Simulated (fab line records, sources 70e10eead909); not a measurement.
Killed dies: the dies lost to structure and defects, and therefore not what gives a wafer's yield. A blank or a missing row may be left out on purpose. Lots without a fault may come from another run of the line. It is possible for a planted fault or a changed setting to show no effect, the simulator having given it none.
fab line records	flow nand_harc
record lots=4	wafers=10	last_day=33
route steps=1302 shown A_CHANNEL_HOLE_D2@570 END@1301
lots with no fault: from the same line, run without faults
start_h: hours from the record's first day to the start of the lot's first wafer shown	wait_h: hours since the lot's step before	" identical to the entry in the row above	L1.1+2: several wafers, shown together as one row	- either no value or no given start	* or withheld: withheld	< > ~ a bound
route shown NAME@n: a module of which the file shows steps, and the number in the route of the first	usual: mean/standard deviation of fault-free wafers	same: alike in all rows	chamber/n: place in a boat	sites: the reading at each site	_std_site: the values' standard deviation	_edge_site: the outer-site mean with the inner-site mean subtracted	radius_mm: how far each site lies from the wafer's centre	mask NAME#n: copy n	behind: the tool/chamber that last shaped the wafer	hold: the reason the lot was held/the length of the hold in hours/how it ended	device: whichever transistor did not switch (one of n, p or np)	end of line: the route-end tests of the same wafers	where a step has no rows: the recipe by itself	killed: count of dies lost to structure and defects at first sort (not the wafer's yield)	map: the dies of a wafer, with x for killed, . for not killed, _ for no die there
set.NAME: the setting as run; set.NAME@STEP: as run at that earlier step	model.NAME: the simulator's own value behind a step, which no gauge read
certain route steps with their lots: each step a table, each wafer a row
services: the hour from which a tool's chamber was out of use, counted from the record's first day as start_h (under 0 if before that day), plus the number of hours and why
## steps
# step NHARC_A_CHANNEL_HOLE_D2_DEP_00
# recipe target_thk_a=31000	temp_c=400	material=aC
# step NHARC_A_CHANNEL_HOLE_D2_DEP_01
# recipe target_thk_a=1400	target_thk_nm=140	temp_c=400	pressure_torr=3.5	flow_sccm=200	rf_w=350	material=SiON
# step NHARC_A_CHANNEL_HOLE_D2_DEHYDRATE_02
# recipe temp_c=150	time_s=120
# step NHARC_A_CHANNEL_HOLE_D2_HMDS_03
# recipe time_s=30
# step NHARC_A_CHANNEL_HOLE_D2_COAT_36
# recipe temp_c=260	time_s=75
# step NHARC_A_CHANNEL_HOLE_D2_COAT_37
# recipe temp_c=225	time_s=65
# step NHARC_A_CHANNEL_HOLE_D2_COAT_04
# recipe spin_rpm=1500	resist_thk_nm=90
# step NHARC_A_CHANNEL_HOLE_D2_SOFTBAKE_05
# recipe temp_c=105	time_s=55
# step NHARC_A_CHANNEL_HOLE_D2_EBR_06
# step NHARC_A_CHANNEL_HOLE_D2_EXPOSE_07
# recipe na=1.35	target_cd_nm=100	sigma_outer=0.3	dose_mj=59.65	mask_id=HOLE_D2
# step NHARC_A_CHANNEL_HOLE_D2_PEB_08
# recipe peb_temp_c=100	peb_time_s=65
lot.wafer	tool	chamber	start_h	wait_h
L816.3+5+6	litho_track-04	0	279.87	0.0
L834.1+5	litho_track-04	0	465.38	0.1
L836.2+6	litho_track-04	0	490.21	0.1
L839.1+3+5	litho_track-06	0	511.07	0.1
# step NHARC_A_CHANNEL_HOLE_D2_DEVELOP_09
# recipe develop_time_s=35	dev_temp_c=23
# step NHARC_A_CHANNEL_HOLE_D2_CD_MEAS_10
# recipe target_cd_nm=100	landing_energy_ev=500
# usual cd_nm=100.1/0.4
# same landing_energy_ev=500
lot.wafer	tool	chamber	start_h	wait_h	cd_nm
L816.3	cd_sem-03	0	279.96	-	99.6
L816.5	"	0	"	"	100.1
L816.6	"	0	"	"	100.3
L834.1	cd_sem-02	0	465.45	-	113.2
L834.5	"	0	"	"	99.4
L836.2	cd_sem-03	0	490.29	-	113.9
L836.6	"	0	"	"	100.1
L839.1	cd_sem-02	0	511.15	-	100.1
L839.3	"	0	"	"	100.2
L839.5	"	0	"	"	100.7
# step NHARC_A_CHANNEL_HOLE_D2_DESCUM_15
# recipe time_s=3	o2_flow_sccm=200	ar_flow_sccm=0	bias_power_w=0	chemistry=O2
# usual chamber_pressure_mTorr=60.00/0.06	drypump_motor_current_A=5.6/0.48	oes_product_au=1.003/0.0067	rf_vpp_V=57.9/0.87	showerhead_plenum_p_Torr=1.92/0.077	throttle_valve_pct=11.310/0.0085
lot.wafer	tool	chamber	start_h	wait_h	chamber_pressure_mTorr	drypump_motor_current_A	oes_product_au	rf_hours_counter_h	rf_vpp_V	showerhead_plenum_p_Torr	throttle_valve_pct	model.A_CHANNEL_HOLE_D2.cd_nm
L816.3	rie_diel-10	1	280.16	0.1	59.96	5.6	1.002	3.1	58.4	1.85	11.311	100.2
L816.5	"	2	"	"	59.96	6.3	0.998	-	58.0	1.95	11.309	100.1
L816.6	"	1	"	"	59.98	5.6	1.002	-	57.1	1.85	11.316	100.9
L834.1	rie_diel-02	1	465.67	0.1	60.08	4.9	0.995	2.6	59.1	2.05	11.316	113.5
L834.5	"	2	"	"	59.89	5.7	1.000	-	57.1	1.82	11.314	99.63
L836.2	rie_diel-11	3	490.52	0.1	59.89	6.1	1.010	2.1	57.5	1.81	11.315	114.4
L836.6	"	2	"	"	59.98	5.9	0.992	-	57.4	1.93	11.314	100.4
L839.3	rie_diel-11	1	511.33	0.1	59.96	4.9	1.001	3.7	57.1	1.91	11.304	100.3
L839.1	"	3	"	"	60.06	6.1	1.001	3.4	57.5	1.81	11.316	100.3
L839.5	"	1	"	"	60.01	5.0	1.003	-	58.7	1.91	11.316	100.6
# step NHARC_A_CHANNEL_HOLE_D2_ETCH_38
# recipe target_depth_a=390	over_etch_frac=0.3	time_s=65	ion_energy_ev=80	cf4_flow_sccm=150	ar_flow_sccm=0	rf_w=300	bias_w=100	chemistry=CF4
# step NHARC_A_CHANNEL_HOLE_D2_ETCH_39
# recipe target_depth_a=2600	over_etch_frac=0.3	time_s=325	ion_energy_ev=200	n2_flow_sccm=150	h2_flow_sccm=150	ar_flow_sccm=0	rf_w=400	bias_w=150	chemistry=N2/H2
# step NHARC_A_CHANNEL_HOLE_D2_ETCH_34
# recipe target_depth_a=1540	time_s=77	cf4_flow_sccm=100	chf3_flow_sccm=30	ar_flow_sccm=0	rf_w=500	bias_w=200	chemistry=CF4/CHF3
# step NHARC_A_CHANNEL_HOLE_D2_ETCH_16
# recipe target_depth_a=31000	over_etch_frac=0.3	time_s=806	ion_energy_ev=150	o2_flow_sccm=400	cos_flow_sccm=20	ar_flow_sccm=0	rf_w=500	bias_w=300	chemistry=O2/COS
# step NHARC_A_CHANNEL_HOLE_D2_CD_MEAS_18
# usual cd_nm=99.3/1.4
lot.wafer	tool	chamber	start_h	wait_h	cd_nm
L816.3	cd_sem-03	-	281.48	-	97.9
L816.5	"	-	"	"	98.4
L816.6	"	-	"	"	99.5
L834.1	cd_sem-03	-	466.75	-	110.8
L834.5	"	-	"	"	101.1
L836.2	cd_sem-03	-	491.61	-	115.4
L836.6	"	-	"	"	98.5
L839.1	cd_sem-02	-	512.44	-	101.0
L839.3	"	-	"	"	99.9
L839.5	"	-	"	"	100.5
# step NHARC_A_CHANNEL_HOLE_D2_ETCH_19
# recipe bias_v=1200	source_w=2500	pressure_mtorr=15	time_s=34.5	ar_flow_sccm=375	c4f8_flow_sccm=28.8	o2_flow_sccm=96.2	temp_c=-20	target_depth_a=*	chemistry=C4F8/O2/Ar
# step NHARC_A_CHANNEL_HOLE_D2_ETCH_20
# recipe bias_v=3000	source_w=withheld	pressure_mtorr=20	time_s=361.9	ar_flow_sccm=375	c4f8_flow_sccm=89.3	o2_flow_sccm=35.7	temp_c=-20	target_depth_a=16000	chemistry=C4F8/O2/Ar
# step NHARC_A_CHANNEL_HOLE_D2_ETCH_21
# recipe bias_v=3000	source_w=withheld	pressure_mtorr=20	time_s=514.3	ar_flow_sccm=375	c4f8_flow_sccm=89.3	o2_flow_sccm=35.7	temp_c=-20	target_depth_a=16000	chemistry=C4F8/O2/Ar
# step NHARC_A_CHANNEL_HOLE_D2_ETCH_22
# recipe bias_v=3000	source_w=withheld	pressure_mtorr=20	time_s=666.7	ar_flow_sccm=375	c4f8_flow_sccm=89.3	o2_flow_sccm=35.7	temp_c=-20	target_depth_a=16000	chemistry=C4F8/O2/Ar
# step NHARC_A_CHANNEL_HOLE_D2_ETCH_23
# recipe bias_v=5000	source_w=withheld	pressure_mtorr=20	time_s=819	ar_flow_sccm=375	c4f8_flow_sccm=89.3	o2_flow_sccm=35.7	temp_c=-20	target_depth_a=16000	chemistry=C4F8/O2/Ar
# step NHARC_A_CHANNEL_HOLE_D2_ETCH_24
# recipe bias_v=5000	source_w=withheld	pressure_mtorr=20	time_s=906.2	ar_flow_sccm=375	c4f8_flow_sccm=93.8	o2_flow_sccm=31.2	temp_c=-20	target_depth_a=15000	chemistry=C4F8/O2/Ar
# step NHARC_A_CHANNEL_HOLE_D2_ETCH_25
# recipe bias_v=5000	source_w=withheld	pressure_mtorr=20	time_s=1040.2	ar_flow_sccm=375	c4f8_flow_sccm=93.8	o2_flow_sccm=31.2	temp_c=-20	target_depth_a=15000	chemistry=C4F8/O2/Ar
# step NHARC_A_CHANNEL_HOLE_D2_ETCH_26
# recipe bias_v=300	source_w=2000	pressure_mtorr=30	time_s=224.1	ar_flow_sccm=375	c4f8_flow_sccm=11.4	o2_flow_sccm=113.6	temp_c=-20	target_depth_a=3000	chemistry=C4F8/O2/Ar
# step NHARC_A_CHANNEL_HOLE_D2_ETCH_27
# recipe bias_v=400	source_w=2000	pressure_mtorr=25	time_s=90	ar_flow_sccm=375	c4f8_flow_sccm=41.7	o2_flow_sccm=83.3	temp_c=-20	target_depth_a=4000	chemistry=C4F8/O2/Ar
# step NHARC_A_CHANNEL_HOLE_D2_STRIP_41
# recipe n2_flow_sccm=150	h2_flow_sccm=150	ar_flow_sccm=0	bias_w=0	chemistry=N2/H2
# step NHARC_A_CHANNEL_HOLE_D2_STRIP_42
# recipe cf4_flow_sccm=100	chf3_flow_sccm=30	ar_flow_sccm=0	bias_w=0	chemistry=CF4/CHF3
# step NHARC_A_CHANNEL_HOLE_D2_STRIP_43
# recipe o2_flow_sccm=400	cos_flow_sccm=20	ar_flow_sccm=0	bias_w=0	chemistry=O2/COS
# step NHARC_A_CHANNEL_HOLE_D2_ETCH_44
# recipe target_depth_a=1400	overetch_a=140	time_s=77	ion_energy_ev=100	cf4_flow_sccm=80	o2_flow_sccm=20	ar_flow_sccm=0	rf_w=300	bias_w=100	chemistry=CF4/O2
# usual bias_w=99.98/0.28	chamber_pressure_mTorr=29.997/0.026	drypump_motor_current_A=5.6/0.48	oes_product_au=1.003/0.0063	rf_vpp_V=197.9/1.4	showerhead_plenum_p_Torr=1.34/0.054	throttle_valve_pct=13.397/0.0085
lot.wafer	tool	chamber	start_h	wait_h	bias_w	chamber_pressure_mTorr	drypump_motor_current_A	oes_product_au	rf_hours_counter_h	rf_vpp_V	showerhead_plenum_p_Torr	throttle_valve_pct	model.A_CHANNEL_HOLE_D2.cd_nm
L816.3	rie_diel-10	0	286.25	0.0	99.95	30.047	6.2	1.006	3	200.4	1.42	13.401	91.55
L816.6	"	0	"	"	100.07	29.996	6.2	0.998	-	200.1	1.42	13.393	92.36
L816.5	"	1	"	"	99.64	29.984	5.6	0.995	-	196.4	1.29	13.390	90.82
L834.1	rie_diel-02	3	471.55	0.1	100.24	30.015	5.9	1.005	3	197.3	1.32	13.402	103.5
L834.5	"	0	"	"	99.68	29.934	5.2	1.002	-	198.1	1.38	13.391	89.27
L836.2	rie_diel-11	0	496.41	0.1	100.54	30.005	5.1	1.006	3	196.2	1.28	13.396	104.3
L836.6	"	3	"	"	99.95	29.977	6.1	0.994	-	197.1	1.26	13.407	89.89
L839.1	rie_diel-11	0	517.23	0.1	99.95	30.039	5.1	1.011	4	195.4	1.28	13.387	90.66
L839.3	"	2	"	"	100.23	30.027	5.9	1.001	5	198.2	1.35	13.409	89.91
L839.5	"	0	"	"	100.19	30.003	5.1	0.999	-	196.3	1.28	13.390	91.35
# step NHARC_A_CHANNEL_HOLE_D2_STRIP_28
# recipe o2_flow_sccm=500	ar_flow_sccm=0	bias_w=0	chemistry=O2
# step NHARC_A_CHANNEL_HOLE_D2_PRECLEAN_29
# recipe time_s=*	temp_c=50	bath_age_min=0	chemistry=SC1
# step NHARC_A_CHANNEL_HOLE_D2_SRD_30
# step NHARC_A_CHANNEL_HOLE_D2_CD_MEAS_31
# usual cd_nm=89.9/1.1
lot.wafer	tool	chamber	start_h	wait_h	cd_nm
L816.3	cd_sem-02	-	287.05	-	91.9
L816.5	"	-	"	"	91.4
L816.6	"	-	"	"	92.4
L834.1	cd_sem-01	-	472.33	-	103.7
L834.5	"	-	"	"	89.9
L836.2	cd_sem-03	-	497.19	-	104.1
L836.6	"	-	"	"	89.9
L839.1	cd_sem-02	-	518.03	-	89.4
L839.3	"	-	"	"	89.7
L839.5	"	-	"	"	91.6
# step NHARC_A_CHANNEL_HOLE_D2_XSEM_32
# recipe landing_energy_ev=35000
# usual bot_cd_nm=74.3/1.1	bow_nm=8.58/0.29	tilt_deg=0.06/0.033
# same landing_energy_ev=35000
lot.wafer	tool	chamber	start_h	wait_h	bot_cd_nm	bow_nm	tilt_deg
L816.3	xsem-02	0	287.15	0.1	76.2	8.73	0.07
L816.5	"	0	"	"	75.7	8.69	0.07
L816.6	"	0	"	"	76.5	8.83	0.07
L834.1	xsem-01	0	472.41	0.1	88.1	8.25	0.10
L834.5	"	0	"	"	74.7	8.21	0.10
L836.2	xsem-01	0	497.28	0.1	90.0	8.77	0.04
L836.6	"	0	"	"	75.0	8.80	0.03
L839.1	xsem-02	0	518.13	0.1	74.2	8.37	0.09
L839.3	"	0	"	"	75.6	8.35	0.09
L839.5	"	0	"	"	76.4	8.36	0.09
# step NHARC_END_WLT_00
# usual VT_DECK1_BOTTOM=0.871/0.0068	VT_DECK1_BOTTOM_INNER=0.871/0.006	VT_DECK1_MEDIAN_NEAR_BOTTOM=0.872/0.0066	VT_DECK1_MEDIAN_NEAR_BOTTOM_INNER=0.873/0.0063	VT_DECK1_MIDDLE=0.885/0.0069	VT_DECK1_MIDDLE_INNER=0.885/0.0069	VT_DECK1_TOP=0.896/0.0068	VT_DECK1_TOP_INNER=0.896/0.0074	VT_DECK2_BOTTOM=0.869/0.007	VT_DECK2_BOTTOM_INNER=0.870/0.0073	VT_DECK2_MEDIAN_NEAR_BOTTOM=0.871/0.0071	VT_DECK2_MEDIAN_NEAR_BOTTOM_INNER=0.870/0.0069	VT_DECK2_MIDDLE=0.883/0.0062	VT_DECK2_MIDDLE_INNER=0.883/0.0064	VT_DECK2_TOP=0.894/0.007	VT_DECK2_TOP_INNER=0.894/0.0062
lot.wafer	tool	chamber	start_h	wait_h	VT_DECK1_BOTTOM	VT_DECK1_BOTTOM_INNER	VT_DECK1_MEDIAN_NEAR_BOTTOM	VT_DECK1_MEDIAN_NEAR_BOTTOM_INNER	VT_DECK1_MIDDLE	VT_DECK1_MIDDLE_INNER	VT_DECK1_TOP	VT_DECK1_TOP_INNER	VT_DECK2_BOTTOM	VT_DECK2_BOTTOM_INNER	VT_DECK2_MEDIAN_NEAR_BOTTOM	VT_DECK2_MEDIAN_NEAR_BOTTOM_INNER	VT_DECK2_MIDDLE	VT_DECK2_MIDDLE_INNER	VT_DECK2_TOP	VT_DECK2_TOP_INNER
L816.3	prober-02	-	531.93	1.0	0.877	0.872	0.882	0.871	0.892	0.879	0.892	0.900	0.872	0.883	0.876	0.876	0.884	0.886	0.895	0.896
L816.5	"	-	532.93	2.1	0.859	0.870	0.862	0.869	0.890	0.888	0.895	0.893	0.871	0.875	0.875	0.881	0.888	0.894	0.885	0.890
L816.6	"	-	"	"	0.875	0.880	0.876	0.878	0.891	0.903	0.897	0.903	0.877	0.874	0.874	0.877	0.888	0.882	0.899	0.889
L834.1	prober-02	-	726.73	4.0	0.879	0.870	0.876	0.879	0.882	0.879	0.908	0.896	0.904	0.911	0.912	0.908	0.914	0.915	0.923	0.916
L834.5	"	-	728.72	6.0	0.873	0.876	0.867	0.872	0.889	0.892	0.894	0.888	0.871	0.873	0.869	0.868	0.887	0.890	0.897	0.900
L836.2	prober-02	-	746.14	0.6	0.881	0.881	0.881	0.878	0.898	0.897	0.902	0.905	0.911	0.908	0.908	0.910	0.921	0.912	0.935	0.925
L836.6	"	-	748.13	2.5	0.881	0.879	0.877	0.878	0.885	0.889	0.903	0.910	0.877	0.874	0.883	0.876	0.892	0.887	0.896	0.901
L839.1	prober-01	-	777.27	0.0	0.876	0.871	0.873	0.872	0.886	0.889	0.888	0.895	0.864	0.865	0.873	0.875	0.890	0.885	0.899	0.897
L839.3	"	-	778.28	1.0	0.872	0.872	0.880	0.873	0.885	0.887	0.900	0.895	0.881	0.881	0.876	0.869	0.883	0.885	0.889	0.900
L839.5	"	-	779.28	2.1	0.878	0.868	0.876	0.869	0.882	0.881	0.887	0.899	0.873	0.873	0.874	0.874	0.888	0.894	0.893	0.905
# step NHARC_END_SORT_01
# recipe temp_c=25
# usual killed_at_array=56/20	killed_at_other=1/1.3	killed_at_periphery=3.5/2.7	killed_dies=60/20	killed_open=3.3/1.6	killed_short=2.4/1.5
# same gross_dies=677
lot.wafer	tool	chamber	start_h	wait_h	killed_at_array	killed_at_other	killed_at_periphery	killed_dies	killed_open	killed_short
L834.1	prober-02	0	729.71	2.5	92	0	4	96	6	2
L836.2	prober-02	0	749.41	2.8	105	0	7	112	2	1
# killed by level:class
L834.1 A_CHANNEL_HOLE_D2:area_peb=71 A_CHANNEL_HOLE_D1:chamber_film_flake=7 A_STAIRCASE:chamber_film_flake=6 P_GATE:geometric_particle:open=1 P_M0:geometric_particle:open=1 A_ONON_D2:geometric_particle:open=1 A_STAIRCASE:geometric_particle:open=1 A_SGD_CUT:geometric_particle:short=1
L836.2 A_CHANNEL_HOLE_D2:area_peb=65 A_CHANNEL_HOLE_D1:chamber_film_flake=13 A_STAIRCASE:chamber_film_flake=7 A_CONTACT:chamber_film_flake=6 A_SLIT:chamber_film_flake=5 P_CONTACT:chamber_film_flake=5 A_SGD_CUT:chamber_film_flake=3 A_CHANNEL_FILL_D2:chamber_film_flake=2
## services
tool	chamber	start_h	hours	kind
rie_diel-11	0	264.50	-	clean
rie_diel-11	1	264.50	-	clean
rie_diel-11	2	264.50	-	clean
rie_diel-11	3	264.50	-	clean
rie_diel-11	-	277.05	0.4	repair
rie_diel-10	3	278.53	4.3	repair
rie_diel-11	0	289.00	-	clean
rie_diel-11	1	289.00	-	clean
rie_diel-11	2	289.00	-	clean
rie_diel-11	3	289.00	-	clean
rie_diel-02	-	309.43	2.4	repair
rie_diel-11	0	313.50	-	clean
rie_diel-11	1	323.29	5.4	repair
rie_diel-10	3	341.82	6.0	repair
litho_track-06	-	354.00	7.0	pm
xsem-01	-	374.00	14.0	pm
litho_track-04	-	378.00	7.0	pm
rie_diel-02	-	393.70	9.0	pm
rie_diel-10	-	394.50	0.2	repair
rie_diel-10	-	419.50	9.0	pm
rie_diel-11	-	432.50	9.0	pm
rie_diel-02	1	433.31	2.9	repair
rie_diel-10	3	487.99	8.2	repair
rie_diel-02	1	495.57	9.1	repair
## key
first_sign step=NHARC_A_CHANNEL_HOLE_D2_CD_MEAS_10	reading=cd_nm	direction=up	sigmas=34	usual=100.1	struck=113.5
effect step=NHARC_A_CHANNEL_HOLE_D2_CD_MEAS_18	reading=cd_nm	direction=up	sigmas=9.5	usual=99.3	struck=113.1
effect step=NHARC_A_CHANNEL_HOLE_D2_CD_MEAS_31	reading=cd_nm	direction=up	sigmas=13	usual=89.9	struck=103.9
effect step=NHARC_A_CHANNEL_HOLE_D2_XSEM_32	reading=bot_cd_nm	direction=up	sigmas=13	usual=74.3	struck=89.1
effect step=NHARC_END_WLT_00	reading=VT_DECK2_MEDIAN_NEAR_BOTTOM_INNER	direction=up	sigmas=5.6	usual=0.870	struck=0.909
model_effect step=NHARC_A_CHANNEL_HOLE_D2_DESCUM_15	value=A_CHANNEL_HOLE_D2.cd_nm	without=100.3	struck=113.9
model_effect step=NHARC_A_CHANNEL_HOLE_D2_ETCH_44	value=A_CHANNEL_HOLE_D2.cd_nm	without=90.21	struck=103.9
more_kills_born_at NHARC_A_CHANNEL_HOLE_D2_PEB_08@litho_track-04=136
met_at NHARC_A_CHANNEL_HOLE_D2_PEB_08
struck_wafers L834.1,L836.2
tester_left_out L834,L836
onset_between 279.87 465.38
fault kind=process_parameter_drift	tool=litho_track-04	chamber=-	onset_h=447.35	steps=NHARC_A_CHANNEL_HOLE_D2_PEB_08	channel=peb_time_s	offset=*	shape=step	end_h=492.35	scope=struck_wafers_only	acts_in=*	stated=*
# tester_left_out: of these lots the tester's yield and bins aren't shown, on N5 and GAA mostly nor the transistor test; their killed dies are dies lost to structure and defects alone, not to doping, threshold or leakage, so they don't give the yield
